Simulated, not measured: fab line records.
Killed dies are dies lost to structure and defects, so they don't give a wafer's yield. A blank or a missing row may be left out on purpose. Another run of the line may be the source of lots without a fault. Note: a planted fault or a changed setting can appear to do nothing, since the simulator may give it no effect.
fab line records    flow n5-finfet    part 1 of 2: steps 1 to 3 of 6
[record] lots = 23  wafers = 69  last-day = 18
route steps=1938 shown BEOL_M9@1467 BEOL_M10@1486
lots untouched by any fault: they come from a run of this same line in which no faults occurred
start-h: hours from the record's first day to the start of the lot's first wafer shown    wait-h: time in hours since the lot's previous step    " repeats the value in the row above    L1.1+2: a row that stands for several wafers    - either no value or no given start    * or withheld: withheld    < > ~ a bound
route shown NAME@n: names a module that has steps shown in the file, with the first one's number in the route    usual: mean/standard deviation of fault-free wafers    same: alike in all rows    chamber/n: place in a boat    sites: the reading at each site    _std_site: how widely they spread, as a standard deviation    _edge_site: inner sites' mean taken away from outer sites' mean    radius-mm: for every site, how far away it sits from the centre of the wafer    mask NAME#n: copy n    behind: the last tool/chamber to shape the wafer    hold: why the lot went on hold/how many hours it stayed there/how the hold came to an end    device: which transistor (n, p or np) failed to switch    end of line: at the end of the route, the tests of the same wafers    a step without rows: its recipe alone    killed: dies that structure and defects cost at the first sort, which is not the same as the wafer's yield    map: per-die view of a wafer (x killed, . not killed, _ where there is no die)
set.NAME: the run value of the setting; set.NAME@STEP: its run value at that earlier step    model.NAME: the simulator's own value behind a step, which no gauge read
a sample of lots followed through the steps of the route, with each step as a table and each wafer as a row
services: from which hour (start-h, from the record's first day; less than 0 if before it) a tool's chamber was out of use, for how many hours, and why
[[steps]]
[step N5_BEOL_M9_DEP_56]
[recipe] material = SiCN  target-thk-a = 150  temp-c = withheld  precursor = 3MS/NH3  pressure-torr = 3  rf-w = 202  time-s = 26.5
[usual] showerhead-plenum-p-Torr = 3.667/0.013  throttle-valve-pct = 9.2/0.5
[same] time-s = 26.5
lot.wafer  tool      chamber  start-h  wait-h  showerhead-plenum-p-Torr  throttle-valve-pct
L076.1     pecvd-01  1        236.94   0.0     3.639                     9.2
L076.3     "         2        "        "       3.653                     8.8
L076.6     "         2        "        "       3.650                     9.0
L075.2     pecvd-01  1        246.76   0.0     3.642                     9.2
L075.4     "         0        "        "       3.671                     9.4
L075.6     "         2        "        "       3.642                     9.0
L077.1     pecvd-04  0        247.03   0.0     3.659                     9.3
L077.3     "         2        "        "       3.656                     9.2
L077.6     "         1        "        "       3.699                     10.3
L078.3     pecvd-01  2        264.85   0.0     3.652                     8.7
L078.4     "         2        "        "       3.652                     8.9
L078.5     "         0        "        "       3.677                     9.2
L079.3     pecvd-02  0        265.20   0.0     3.667                     8.9
L079.4     "         1        "        "       3.677                     9.0
L079.6     "         0        "        "       3.676                     8.6
L081.2     pecvd-04  2        265.80   0.0     3.671                     9.2
L081.3     "         1        "        "       3.686                     10.6
L081.5     "         0        "        "       3.665                     9.1
L080.1     pecvd-02  2        266.07   0.0     3.668                     8.7
L080.3     "         1        "        "       3.670                     9.3
L080.6     "         0        "        "       3.669                     8.8
L074.1     pecvd-02  1        267.24   0.0     3.665                     9.1
L074.5     "         2        "        "       3.659                     8.4
L074.6     "         1        "        "       3.665                     9.2
L082.1     pecvd-04  0        268.69   0.0     3.653                     9.3
L082.2     "         1        "        "       3.698                     10.7
L082.4     "         1        "        "       3.694                     10.7
L083.1     pecvd-04  2        283.88   0.0     3.663                     9.4
L083.2     "         1        "        "       3.680                     10.4
L083.4     "         1        "        "       3.696                     10.4
L084.1     pecvd-02  1        284.17   0.0     3.664                     9.2
L084.2     "         0        "        "       3.679                     8.8
L084.6     "         0        "        "       3.679                     8.8
L085.2     pecvd-04  2        284.42   0.0     3.663                     9.3
L085.3     "         1        "        "       3.694                     10.6
L085.6     "         2        "        "       3.665                     9.3
L086.1     pecvd-01  1        307.57   0.0     3.648                     9.3
L086.3     "         0        "        "       3.684                     9.2
L086.6     "         0        "        "       3.682                     9.0
L087.1     pecvd-01  1        323.18   0.0     3.659                     9.3
L087.3     "         2        "        "       3.661                     8.9
L087.6     "         0        "        "       3.684                     9.2
L089.2     pecvd-01  0        328.03   0.0     3.676                     9.2
L089.3     "         0        "        "       3.681                     9.2
L089.4     "         2        "        "       3.650                     9.4
L091.3     pecvd-02  1        338.16   0.0     3.668                     9.2
L091.5     "         1        "        "       3.656                     9.0
L091.6     "         0        "        "       3.672                     8.8
L090.1     pecvd-01  0        338.68   0.0     3.683                     9.0
L090.4     "         1        "        "       3.647                     9.4
L090.5     "         2        "        "       3.670                     8.9
L092.3     pecvd-04  0        338.97   0.0     3.659                     9.1
L092.4     "         0        "        "       3.661                     9.2
L092.6     "         2        "        "       3.670                     9.3
L093.1     pecvd-01  2        359.53   0.0     3.654                     9.1
L093.2     "         1        "        "       3.653                     9.2
L093.4     "         2        "        "       3.661                     8.9
L094.1     pecvd-01  2        367.94   0.0     3.648                     9.2
L094.2     "         1        "        "       3.652                     9.2
L094.5     "         0        "        "       3.684                     9.2
L095.2     pecvd-01  2        368.75   0.0     3.660                     9.3
L095.3     "         1        "        "       3.654                     9.4
L095.4     "         1        "        "       3.649                     9.6
L096.2     pecvd-04  2        376.95   0.0     3.666                     9.4
L096.3     "         1        "        "       3.690                     10.4
L096.4     "         2        "        "       3.672                     9.2
L097.2     pecvd-02  0        377.97   0.0     3.669                     8.8
L097.4     "         0        "        "       3.656                     9.1
L097.5     "         1        "        "       3.663                     9.1
[step N5_BEOL_M10_DESCUM_16]
[recipe] chemistry = O2  time-s = 7.9  source-power-w = 50  bias-power-w = 20  pressure-mtorr = 20  rf-frequency-hz = 2.712e+07  temp-c = 40  resist = CAR-ArF  o2-flow-sccm = 225
[usual] drypump-motor-current-A = 5.5/0.53  oes-product-au = 0.77/0.066  rf-vpp-V = 243.6/1.3  showerhead-plenum-p-Torr = 2.13/0.065  throttle-valve-pct = 20.57/0.2
[same] time-s = 7.9
lot.wafer  tool         chamber  start-h  wait-h  drypump-motor-current-A  oes-product-au  rf-hours-counter-h  rf-vpp-V  showerhead-plenum-p-Torr  throttle-valve-pct
L076.1     rie-diel-03  3        240.34   0.0     6.3                      1.02            2                   245.0     2.26                      20.50
L076.3     "            1        "        "       5.2                      0.78            138                 242.8     2.11                      20.55
L076.6     "            0        "        "       5.7                      0.73            -                   243.1     2.17                      20.48
L075.2     rie-diel-05  3        252.01   0.0     4.6                      0.81            89                  245.3     2.21                      20.56
L075.4     "            1        "        "       5.7                      0.82            96                  240.7     2.03                      20.47
L075.6     "            1        "        "       5.7                      0.82            -                   241.9     2.03                      20.48
L077.1     rie-diel-05  0        252.35   0.1     6.2                      0.80            102                 242.2     2.04                      20.82
L077.3     "            3        "        "       4.6                      0.82            89                  245.3     2.21                      20.57
L077.6     "            3        "        "       4.6                      0.81            -                   244.6     2.21                      20.59
L078.3     rie-diel-01  2        266.97   0.0     4.9                      0.71            206                 243.9     2.18                      20.82
L078.4     "            3        "        "       5.3                      0.69            214                 245.4     2.14                      20.36
L078.5     "            1        "        "       5.2                      0.83            -                   243.9     2.13                      20.54
L079.3     rie-diel-01  0        267.22   0.1     6.4                      0.79            122                 243.7     2.09                      20.21
L079.4     "            3        "        "       5.4                      0.70            214                 243.3     2.14                      20.36
L079.6     "            0        "        "       6.3                      0.79            -                   242.8     2.09                      20.20
L081.2     rie-diel-03  3        267.66   0.0     6.3                      0.94            13                  245.4     2.25                      20.49
L081.3     "            2        "        "       5.3                      0.73            154                 242.3     2.11                      20.94
L081.5     "            3        "        "       6.3                      0.94            -                   244.9     2.25                      20.48
L080.1     rie-diel-01  0        268.11   0.0     6.4                      0.78            122                 242.5     2.09                      20.21
L080.3     "            2        "        "       5.0                      0.70            206                 244.5     2.18                      20.84
L080.6     "            3        "        "       5.3                      0.69            -                   244.5     2.14                      20.35
L074.1     rie-diel-05  3        271.61   0.9     4.6                      0.82            97                  244.2     2.20                      20.59
L074.5     "            3        "        "       4.6                      0.81            -                   245.9     2.20                      20.58
L074.6     "            2        "        "       5.6                      0.84            -                   244.5     2.21                      20.43
L082.1     rie-diel-01  1        271.97   0.6     5.2                      0.83            75                  243.3     2.13                      20.54
L082.2     "            0        "        "       6.4                      0.78            124                 243.1     2.09                      20.19
L082.4     "            2        "        "       5.0                      0.70            208                 243.2     2.18                      20.82
L083.1     rie-diel-05  1        286.45   0.4     5.7                      0.81            104                 242.5     2.03                      20.49
L083.2     "            2        "        "       5.6                      0.83            89                  243.7     2.20                      20.44
L083.4     "            3        "        "       4.6                      0.80            -                   243.8     2.20                      20.60
L084.1     rie-diel-01  3        286.51   0.2     5.3                      0.69            222                 244.7     2.14                      20.39
L084.2     "            2        "        "       5.0                      0.69            214                 245.2     2.18                      20.84
L084.6     "            2        "        "       5.0                      0.69            -                   244.7     2.18                      20.84
L085.2     rie-diel-01  3        286.76   0.3     5.3                      0.69            222                 242.9     2.14                      20.37
L085.3     "            2        "        "       5.0                      0.70            214                 244.5     2.18                      20.84
L085.6     "            2        "        "       5.0                      0.70            -                   245.2     2.18                      20.83
L086.1     rie-diel-01  2        310.53   0.0     4.9                      0.69            223                 244.6     2.17                      20.83
L086.3     "            0        "        "       6.4                      0.78            137                 244.4     2.09                      20.23
L086.6     "            2        "        "       5.0                      0.69            -                   244.6     2.17                      20.87
L087.1     rie-diel-03  3        325.79   0.0     6.3                      0.91            33                  244.7     2.24                      20.52
L087.3     "            0        "        "       5.7                      0.71            198                 244.2     2.16                      20.52
L087.6     "            3        "        "       6.3                      0.91            -                   245.7     2.24                      20.54
L089.2     rie-diel-05  3        331.27   0.0     4.6                      0.77            120                 243.4     2.20                      20.63
L089.3     "            1        "        "       5.6                      0.79            122                 242.9     2.02                      20.51
L089.4     "            2        "        "       5.6                      0.81            107                 244.9     2.20                      20.48
L091.3     rie-diel-03  3        340.39   0.0     6.3                      0.90            40                  243.5     2.24                      20.56
L091.5     "            3        "        "       6.3                      0.90            -                   244.4     2.24                      20.56
L091.6     "            0        "        "       5.7                      0.71            -                   243.8     2.15                      20.55
L090.1     rie-diel-05  2        340.63   0.0     5.6                      0.81            109                 244.8     2.20                      20.47
L090.4     "            1        "        "       5.6                      0.78            125                 241.5     2.02                      20.51
L090.5     "            3        "        "       4.6                      0.78            -                   245.2     2.19                      20.63
L092.3     rie-diel-01  2        340.95   0.0     4.9                      0.68            234                 242.9     2.17                      20.87
L092.4     "            0        "        "       6.4                      0.76            147                 244.1     2.08                      20.24
L092.6     "            1        "        "       5.2                      0.81            -                   243.5     2.12                      20.57
L093.1     rie-diel-05  3        363.02   0.1     4.6                      0.77            131                 245.1     2.19                      20.64
L093.2     "            1        "        "       5.7                      0.78            134                 241.5     2.02                      20.52
L093.4     "            0        "        "       6.2                      0.77            135                 243.3     2.03                      20.87
L094.1     rie-diel-03  3        371.75   0.1     6.3                      0.89            51                  246.0     2.24                      20.56
L094.2     "            2        "        "       5.3                      0.71            189                 242.9     2.09                      21.00
L094.5     "            0        "        "       5.7                      0.70            -                   242.8     2.15                      20.57
L095.2     rie-diel-01  2        371.90   0.0     4.9                      0.68            243                 244.1     2.17                      20.89
L095.3     "            3        "        "       5.3                      0.67            250                 243.8     2.13                      20.39
L095.4     "            1        "        "       5.2                      0.79            110                 243.1     2.12                      20.59
L096.2     rie-diel-03  0        380.00   0.0     5.7                      0.70            219                 243.0     2.15                      20.55
L096.3     "            1        "        "       5.2                      0.75            181                 241.8     2.09                      20.60
L096.4     "            3        "        "       6.3                      0.89            54                  245.6     2.24                      20.56
L097.2     rie-diel-05  3        380.08   0.0     4.6                      0.76            137                 243.7     2.19                      20.65
L097.4     "            1        "        "       5.7                      0.78            139                 241.1     2.01                      20.52
L097.5     "            1        "        "       5.6                      0.78            -                   240.9     2.01                      20.53
[step N5_BEOL_M10_STRIP_19]
[recipe] chemistry = O2  power-w = 400  temp-c = 40  pressure-mtorr = 30  rf-frequency-hz = 6e+07  bias-power-w = 0  overash-fraction = 0.2  o2-flow-sccm = 225
[usual] drypump-motor-current-A = 5.6/0.52  oes-product-au = 0.78/0.071  rf-vpp-V = 3.7/0.59  showerhead-plenum-p-Torr = 2.14/0.067  throttle-valve-pct = 16.81/0.18
lot.wafer  tool         chamber  start-h  wait-h  drypump-motor-current-A  oes-product-au  rf-hours-counter-h  rf-vpp-V  showerhead-plenum-p-Torr  throttle-valve-pct
L076.1     rie-diel-05  1        240.73   0.1     5.7                      0.81            91                  3.8       2.04                      16.65
L076.3     "            3        "        "       4.6                      0.82            85                  3.7       2.21                      16.76
L076.6     "            1        "        "       5.6                      0.82            -                   4.6       2.04                      16.64
L075.2     rie-diel-03  3        252.41   0.1     6.3                      0.98            6                   3.1       2.26                      16.66
L075.4     "            2        "        "       5.3                      0.74            148                 3.7       2.11                      17.11
L075.6     "            0        "        "       5.7                      0.73            -                   3.3       2.17                      16.73
L077.1     rie-diel-03  0        252.81   0.2     5.7                      0.72            172                 3.2       2.17                      16.72
L077.3     "            3        "        "       6.3                      0.97            7                   2.9       2.26                      16.66
L077.6     "            3        "        "       6.3                      0.98            -                   5.0       2.26                      16.64
L078.3     rie-diel-05  1        267.35   0.1     5.6                      0.81            103                 4.7       2.03                      16.68
L078.4     "            0        "        "       6.2                      0.81            107                 3.6       2.04                      16.98
L078.5     "            0        "        "       6.2                      0.81            -                   3.7       2.04                      16.99
L079.3     rie-diel-01  2        267.61   0.1     5.0                      0.70            206                 2.8       2.18                      17.10
L079.4     "            1        "        "       5.2                      0.83            74                  3.1       2.14                      16.73
L079.6     "            2        "        "       5.0                      0.70            -                   4.2       2.18                      17.10
L081.2     rie-diel-01  0        268.04   0.1     6.4                      0.80            122                 3.2       2.10                      16.49
L081.3     "            3        "        "       5.3                      0.70            215                 3.6       2.15                      16.69
L081.5     "            0        "        "       6.3                      0.79            -                   3.2       2.10                      16.48
L080.1     rie-diel-01  0        268.59   0.2     6.4                      0.80            122                 4.1       2.10                      16.48
L080.3     "            3        "        "       5.3                      0.69            215                 3.2       2.15                      16.67
L080.6     "            0        "        "       6.3                      0.79            -                   3.9       2.10                      16.50
L074.1     rie-diel-05  3        272.00   0.1     4.6                      0.79            97                  3.5       2.21                      16.80
L074.5     "            3        "        "       4.6                      0.81            -                   3.7       2.21                      16.77
L074.6     "            2        "        "       5.6                      0.84            -                   5.1       2.21                      16.70
L082.1     rie-diel-03  1        272.38   0.1     5.3                      0.77            150                 4.0       2.11                      16.80
L082.2     "            2        "        "       5.3                      0.73            155                 3.7       2.11                      17.10
L082.4     "            0        "        "       5.7                      0.71            180                 4.1       2.17                      16.75
L083.1     rie-diel-05  3        286.97   0.2     4.6                      0.79            104                 4.3       2.21                      16.79
L083.2     "            1        "        "       5.6                      0.81            104                 2.8       2.03                      16.70
L083.4     "            2        "        "       5.6                      0.82            -                   3.1       2.21                      16.70
L084.1     rie-diel-03  0        286.99   0.2     5.7                      0.72            186                 3.1       2.16                      16.73
L084.2     "            1        "        "       5.2                      0.77            154                 4.5       2.11                      16.79
L084.6     "            3        "        "       6.3                      0.94            -                   3.0       2.25                      16.68
L085.2     rie-diel-05  2        287.14   0.1     5.6                      0.83            89                  3.7       2.21                      16.71
L085.3     "            1        "        "       5.6                      0.81            105                 4.6       2.03                      16.71
L085.6     "            3        "        "       4.6                      0.81            -                   4.1       2.21                      16.80
L086.1     rie-diel-05  1        310.95   0.1     5.6                      0.79            114                 2.9       2.03                      16.72
L086.3     "            2        "        "       5.6                      0.81            99                  3.1       2.20                      16.72
L086.6     "            1        "        "       5.6                      0.80            -                   4.7       2.03                      16.73
L087.1     rie-diel-05  3        326.20   0.1     4.6                      0.78            118                 3.1       2.20                      16.83
L087.3     "            2        "        "       5.6                      0.80            105                 3.3       2.20                      16.70
L087.6     "            3        "        "       4.6                      0.78            -                   2.7       2.20                      16.83
L089.2     rie-diel-03  2        331.66   0.1     5.3                      0.72            175                 4.2       2.10                      17.15
L089.3     "            3        "        "       6.4                      0.92            36                  3.9       2.25                      16.70
L089.4     "            1        "        "       5.2                      0.76            168                 3.5       2.10                      16.81
L091.3     rie-diel-01  0        340.77   0.1     6.4                      0.76            147                 2.7       2.09                      16.54
L091.5     "            0        "        "       6.4                      0.77            -                   2.8       2.09                      16.53
L091.6     "            1        "        "       5.2                      0.80            -                   4.5       2.13                      16.79
L090.1     rie-diel-05  0        341.01   0.1     6.2                      0.78            128                 3.1       2.04                      17.03
L090.4     "            3        "        "       4.6                      0.77            123                 4.5       2.20                      16.84
L090.5     "            1        "        "       5.7                      0.79            -                   2.5       2.02                      16.73
L092.3     rie-diel-03  0        341.34   0.1     5.6                      0.70            205                 3.8       2.16                      16.78
L092.4     "            2        "        "       5.3                      0.71            -                   3.6       2.10                      17.14
L092.6     "            3        "        "       6.3                      0.91            -                   3.8       2.25                      16.74
L093.1     rie-diel-01  0        363.41   0.1     6.4                      0.75            154                 4.2       2.09                      16.53
L093.2     "            2        "        "       4.9                      0.68            240                 3.8       2.17                      17.17
L093.4     "            3        "        "       5.4                      0.67            247                 3.7       2.14                      16.73
L094.1     rie-diel-03  3        372.17   0.1     6.3                      0.88            51                  3.5       2.24                      16.73
L094.2     "            1        "        "       5.2                      0.74            178                 3.2       2.10                      16.85
L094.5     "            3        "        "       6.3                      0.89            -                   3.6       2.24                      16.73
L095.2     rie-diel-03  1        372.47   0.2     5.2                      0.75            178                 4.1       2.10                      16.85
L095.3     "            3        "        "       6.3                      0.88            51                  3.0       2.24                      16.75
L095.4     "            0        "        "       5.7                      0.70            215                 3.6       2.16                      16.80
L096.2     rie-diel-03  2        380.38   0.1     5.3                      0.70            192                 3.8       2.10                      17.18
L096.3     "            3        "        "       6.3                      0.87            54                  3.4       2.24                      16.74
L096.4     "            0        "        "       5.7                      0.69            219                 3.9       2.15                      16.85
L097.2     rie-diel-01  2        380.50   0.1     5.0                      0.67            247                 3.6       2.17                      17.17
L097.4     "            2        "        "       4.9                      0.67            -                   4.0       2.17                      17.20
L097.5     "            0        "        "       6.4                      0.76            -                   3.8       2.08                      16.55
